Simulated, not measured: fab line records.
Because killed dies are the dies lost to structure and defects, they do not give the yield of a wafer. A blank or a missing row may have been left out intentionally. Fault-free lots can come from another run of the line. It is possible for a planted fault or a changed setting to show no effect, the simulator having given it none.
Matching of chambers	flow nand harc	NHARC_A_STAIRCASE_DESCUM_219 on rie diel-02 has 4 sister chambers
The step chemistry O2, time 3 s. 24 wafers are shown with their chamber, then 12 later ones without.

== EACH WAFER AND ITS CHAMBER ==
wafer	chamber	drypump motor current A (A)	showerhead plenum p Torr (Torr)	oes product au (a.u.)
L074.3	1	6.0	1.94	1.006
L074.5	2	5.7	1.80	1.014
L074.6	1	6.1	1.94	1.019
L076.1	2	5.7	1.80	1.024
L076.3	0	6.1	1.91	0.993
L076.6	0	6.1	1.91	0.990
L081.1	2	5.7	1.80	0.998
L081.2	3	5.3	1.80	1.011
L081.3	1	6.0	1.93	1.006
L082.4	3	5.2	1.80	1.012
L082.5	2	5.7	1.80	1.008
L082.6	1	6.0	1.93	1.010
L084.2	1	6.0	1.93	0.993
L084.3	3	5.2	1.80	0.988
L084.6	2	5.7	1.80	1.004
L091.1	0	6.1	1.90	0.999
L091.4	1	6.0	1.92	1.011
L091.6	3	5.2	1.79	1.005
L089.2	1	6.0	1.92	1.010
L089.3	0	6.0	1.90	0.987
L089.6	2	5.7	1.79	0.999
L092.2	1	6.0	1.92	0.989
L092.3	3	5.2	1.79	1.014
L092.5	0	6.1	1.89	0.983

SIGNATURES (averages over the wafers above)
reading	chamber 0	chamber 1	chamber 2	chamber 3	scatter within a chamber
drypump motor current A	6.080	6.013	5.700	5.220	0.0352
showerhead plenum p Torr	1.9020	1.9287	1.7983	1.7960	0.00697
oes product au	0.99040	1.00550	1.00783	1.00600	0.0094
Rule: a wafer lies at a distance from a chamber equal to the root of the sum of squares, over the readings, of (its reading less the chamber's mean, divided by the reading's scatter). If the next closest chamber is less than 2 further off than the closest, the wafer can't be placed; otherwise it belongs to the closest. The scatter is the square root of a quotient: the sum, over the shown wafers, of each reading's squared deviation from its chamber's mean, divided by wafers minus chambers.

== WAFERS MISSING THEIR CHAMBER ==
wafer	drypump motor current A (A)	showerhead plenum p Torr (Torr)	oes product au (a.u.)
L094.1	6.1	1.89	0.990
L094.3	5.2	1.79	1.025
L094.5	6.1	1.89	1.001
L095.2	5.7	1.79	1.000
L095.4	6.0	1.92	0.995
L095.5	6.0	1.92	1.003
L096.1	5.2	1.78	1.017
L096.4	6.0	1.92	1.007
L096.5	5.2	1.78	1.006
L097.2	6.0	1.92	1.012
L097.3	5.7	1.78	1.000
L097.6	6.0	1.92	1.013

== EACH ONE'S CHAMBER ==
wafer	from the rows above	in truth
L094.1	0	0
L094.3	3	3
L094.5	0	0
L095.2	2	2
L095.4	can't be placed: 1 or 0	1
L095.5	1	1
L096.1	3	3
L096.4	1	1
L096.5	3	3
L097.2	1	1
L097.3	2	2
L097.6	1	1
11 of 12 placed correctly. Cannot be placed on the basis of these rows: 1; the candidates contain the true chamber in 1. Wrongly placed: 0.
